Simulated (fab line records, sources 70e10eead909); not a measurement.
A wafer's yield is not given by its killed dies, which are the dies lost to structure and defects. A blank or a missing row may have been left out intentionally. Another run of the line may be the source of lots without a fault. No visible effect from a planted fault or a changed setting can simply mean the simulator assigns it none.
What tool caused it? / flow nand harc / 12 lots with 36 wafers sampled at 4 steps, on a route of 1302 steps

## WHAT EACH GAUGE READ, for each wafer
NHARC_END_SORT_01. Usual: killed at array 54, standard deviation 21; killed at other 1.0, standard deviation 1.2; killed at periphery 3.6, standard deviation 2.6; killed dies 58, standard deviation 20; killed open 3.3, standard deviation 1.9; killed short 2.6, standard deviation 1.5.
lot=L757; measured=day 25 11:00; on=prober-01; killed at array=26 20 27; killed at other=0 0 0; killed at periphery=0 0 2; killed dies=26 20 29; killed open=5 5 4; killed short=4 2 6; flag=
lot=L772; measured=day 30 18:21; on=prober-01; killed at array=41 42 44; killed at other=0 1 2; killed at periphery=24 4 4; killed dies=65 47 50; killed open=2 4 1; killed short=2 2 3; flag=
lot=L773; measured=day 31 20:32; on=prober-02; killed at array=66 57 64; killed at other=1 2 0; killed at periphery=6 16 10; killed dies=73 75 74; killed open=6 2 6; killed short=2 4 4; flag=

## WHAT TOOL EACH LOT RAN ON (gives the tool, then ch and the chambers of the sampled wafers, and finally the start)
lot=L755; NHARC_P_STI_HDPCVD_20=hdpcvd-01 ch 0,1, day 3 06:23; NHARC_THIN_TSV_ETCH_44=rie diel-08 ch 0,1,2, day 24 03:04; NHARC_THIN_TSV_ETCH_15=rie si-03 ch 2,3, day 24 03:28
lot=L756; NHARC_P_STI_HDPCVD_20=hdpcvd-01 ch 0,1, day 3 17:26; NHARC_THIN_TSV_ETCH_44=rie diel-08 ch 0,2, day 24 20:27; NHARC_THIN_TSV_ETCH_15=rie si-02 ch 0,1,3, day 24 20:59
lot=L757; NHARC_P_STI_HDPCVD_20=hdpcvd-01 ch 0,1, day 4 03:13; NHARC_THIN_TSV_ETCH_44=rie diel-13 ch 1,2,3, day 24 21:29; NHARC_THIN_TSV_ETCH_15=rie si-02 ch 1,3, day 24 22:00
lot=L758; NHARC_P_STI_HDPCVD_20=hdpcvd-01 ch 0,1, day 4 12:37; NHARC_THIN_TSV_ETCH_44=rie diel-13 ch 1,2, day 24 22:40; NHARC_THIN_TSV_ETCH_15=rie si-04 ch 0,2,3, day 24 23:16
lot=L759; NHARC_P_STI_HDPCVD_20=hdpcvd-01 ch 0,1, day 5 01:31; NHARC_THIN_TSV_ETCH_44=rie diel-13 ch 0,1, day 25 08:41; NHARC_THIN_TSV_ETCH_15=rie si-03 ch 2,3, day 25 09:16
lot=L760; NHARC_P_STI_HDPCVD_20=hdpcvd-01 ch 0,1, day 5 08:28; NHARC_THIN_TSV_ETCH_44=rie diel-13 ch 0,2, day 25 13:16; NHARC_THIN_TSV_ETCH_15=rie si-04 ch 0,2,3, day 25 13:52
lot=L761; NHARC_P_STI_HDPCVD_20=hdpcvd-01 ch 0,1, day 5 15:43; NHARC_THIN_TSV_ETCH_44=rie diel-09 ch 0,2,3, day 25 14:28; NHARC_THIN_TSV_ETCH_15=rie si-03 ch 0,2,3, day 25 14:59
lot=L762; NHARC_P_STI_HDPCVD_20=hdpcvd-01 ch 0,1, day 6 02:50; NHARC_THIN_TSV_ETCH_44=rie diel-13 ch 0,1,3, day 26 20:01; NHARC_THIN_TSV_ETCH_15=rie si-03 ch 0,1,3, day 26 20:32
lot=L763; NHARC_P_STI_HDPCVD_20=hdpcvd-01 ch 0,1, day 6 13:05; NHARC_THIN_TSV_ETCH_44=rie diel-13 ch 1,3, day 26 21:11; NHARC_THIN_TSV_ETCH_15=rie si-02 ch 2,3, day 26 21:42
lot=L768; NHARC_P_STI_HDPCVD_20=hdpcvd-01 ch 0,1, day 8 14:04; NHARC_THIN_TSV_ETCH_44=rie diel-08 ch 0,2,3, day 29 01:17; NHARC_THIN_TSV_ETCH_15=rie si-03 ch 1,2, day 29 01:45
lot=L772; NHARC_P_STI_HDPCVD_20=hdpcvd-01 ch 0,1, day 10 07:32; NHARC_THIN_TSV_ETCH_44=rie diel-08 ch 1,2,3, day 30 03:16; NHARC_THIN_TSV_ETCH_15=rie si-03 ch 1,2,3, day 30 03:50
lot=L773; NHARC_P_STI_HDPCVD_20=hdpcvd-01 ch 0,1, day 10 17:40; NHARC_THIN_TSV_ETCH_44=rie diel-09 ch 0,1, day 31 05:50; NHARC_THIN_TSV_ETCH_15=rie si-02 ch 0,2,3, day 31 06:26
- NHARC_P_STI_HDPCVD_20: deposits SiO2.
- NHARC_THIN_TSV_ETCH_44: etches the open film in CF4/O2, target depth 1594.2 nm, time 797.1 s.
- NHARC_THIN_TSV_ETCH_15: target depth 3000 nm, bosch target overetch cycles 2, bosch etch step 2.8 s.

## WHAT THE TOOLS THEMSELVES READ (means of the sampled wafers that have a number; where no wafer has one, the mark that the record gives instead)
NHARC_THIN_TSV_ETCH_44. Usual: drypump motor current A 5.3 A, standard deviation 0.46; mfc ar sccm 0.015 sccm, standard deviation 0.013; oes product au 0.994 a.u., standard deviation 0.0089; rf vpp V 792 V, standard deviation 4.6; showerhead plenum p Torr 1.80 Torr, standard deviation 0.073; throttle valve pct 16.913 %, standard deviation 0.0084.
lot=L755; tool=rie diel-08; drypump motor current A (A)=4.9; mfc ar sccm (sccm)=0.028; oes product au (a.u.)=0.978; rf vpp V (V)=796; showerhead plenum p Torr (Torr)=1.86; throttle valve pct (%)=16.915; flag=
lot=L756; tool=rie diel-08; drypump motor current A (A)=4.9; mfc ar sccm (sccm)=0.029; oes product au (a.u.)=0.985; rf vpp V (V)=794; showerhead plenum p Torr (Torr)=1.82; throttle valve pct (%)=16.919; flag=
lot=L757; tool=rie diel-13; drypump motor current A (A)=5.4; mfc ar sccm (sccm)=0.011; oes product au (a.u.)=1.002; rf vpp V (V)=791; showerhead plenum p Torr (Torr)=1.78; throttle valve pct (%)=16.917; flag=
lot=L758; tool=rie diel-13; drypump motor current A (A)=5.4; mfc ar sccm (sccm)=0.021; oes product au (a.u.)=0.992; rf vpp V (V)=791; showerhead plenum p Torr (Torr)=1.78; throttle valve pct (%)=16.916; flag=
lot=L759; tool=rie diel-13; drypump motor current A (A)=5.3; mfc ar sccm (sccm)=0.021; oes product au (a.u.)=0.983; rf vpp V (V)=791; showerhead plenum p Torr (Torr)=1.78; throttle valve pct (%)=16.921; flag=
lot=L760; tool=rie diel-13; drypump motor current A (A)=5.9; mfc ar sccm (sccm)=0.001; oes product au (a.u.)=1.003; rf vpp V (V)=790; showerhead plenum p Torr (Torr)=1.75; throttle valve pct (%)=16.906; flag=
lot=L761; tool=rie diel-09; drypump motor current A (A)=5.2; mfc ar sccm (sccm)=0.012; oes product au (a.u.)=0.987; rf vpp V (V)=791; showerhead plenum p Torr (Torr)=1.78; throttle valve pct (%)=16.900; flag=
lot=L762; tool=rie diel-13; drypump motor current A (A)=5.3; mfc ar sccm (sccm)=0.010; oes product au (a.u.)=0.998; rf vpp V (V)=792; showerhead plenum p Torr (Torr)=1.79; throttle valve pct (%)=16.910; flag=
lot=L763; tool=rie diel-13; drypump motor current A (A)=5.0; mfc ar sccm (sccm)=0.021; oes product au (a.u.)=0.993; rf vpp V (V)=792; showerhead plenum p Torr (Torr)=1.80; throttle valve pct (%)=16.914; flag=
lot=L768; tool=rie diel-08; drypump motor current A (A)=5.0; mfc ar sccm (sccm)=0.020; oes product au (a.u.)=0.991; rf vpp V (V)=791; showerhead plenum p Torr (Torr)=1.78; throttle valve pct (%)=16.909; flag=
lot=L772; tool=rie diel-08; drypump motor current A (A)=5.0; mfc ar sccm (sccm)=0.018; oes product au (a.u.)=0.995; rf vpp V (V)=795; showerhead plenum p Torr (Torr)=1.85; throttle valve pct (%)=16.919; flag=
lot=L773; tool=rie diel-09; drypump motor current A (A)=5.8; mfc ar sccm (sccm)=0.020; oes product au (a.u.)=1.000; rf vpp V (V)=793; showerhead plenum p Torr (Torr)=1.82; throttle valve pct (%)=16.918; flag=

NHARC_THIN_TSV_ETCH_15. Usual: drypump motor current A 5.5 A, standard deviation 0.46; he backside leak sccm 2.72 sccm, standard deviation 0.28.
lot=L755; tool=rie si-03; drypump motor current A (A)=5.1; he backside leak sccm (sccm)=2.78; flag=
lot=L756; tool=rie si-02; drypump motor current A (A)=5.7; he backside leak sccm (sccm)=2.37; flag=
lot=L757; tool=rie si-02; drypump motor current A (A)=5.3; he backside leak sccm (sccm)=2.42; flag=
lot=L758; tool=rie si-04; drypump motor current A (A)=5.4; he backside leak sccm (sccm)=2.86; flag=
lot=L759; tool=rie si-03; drypump motor current A (A)=5.2; he backside leak sccm (sccm)=2.76; flag=
lot=L760; tool=rie si-04; drypump motor current A (A)=5.4; he backside leak sccm (sccm)=2.80; flag=
lot=L761; tool=rie si-03; drypump motor current A (A)=5.4; he backside leak sccm (sccm)=2.81; flag=
lot=L762; tool=rie si-03; drypump motor current A (A)=5.5; he backside leak sccm (sccm)=2.84; flag=
lot=L763; tool=rie si-02; drypump motor current A (A)=5.6; he backside leak sccm (sccm)=2.55; flag=
lot=L768; tool=rie si-03; drypump motor current A (A)=5.4; he backside leak sccm (sccm)=2.93; flag=
lot=L772; tool=rie si-03; drypump motor current A (A)=5.3; he backside leak sccm (sccm)=2.86; flag=
lot=L773; tool=rie si-02; drypump motor current A (A)=5.9; he backside leak sccm (sccm)=2.53; flag=

## THE ANSWER, worked out from the rows above alone
Rule: lot off if the mean of its wafers having a number is beyond 3 standard deviations from the usual mean. Also off: a lot with no number at a reading for which 4 or more lots have one. Any other lot the step has rows for is counted as sound. Order of review: gauges by route order, followed by the tools' own readings, for which a lot's mean as printed above is used. At the first step where some lot is off, the reading lying furthest off is the one used; lots without a number count as furthest.
Across all readings shown, no lot is off: no conclusion can be drawn from this.

## WHAT THE SIMULATOR HAD PUT IN
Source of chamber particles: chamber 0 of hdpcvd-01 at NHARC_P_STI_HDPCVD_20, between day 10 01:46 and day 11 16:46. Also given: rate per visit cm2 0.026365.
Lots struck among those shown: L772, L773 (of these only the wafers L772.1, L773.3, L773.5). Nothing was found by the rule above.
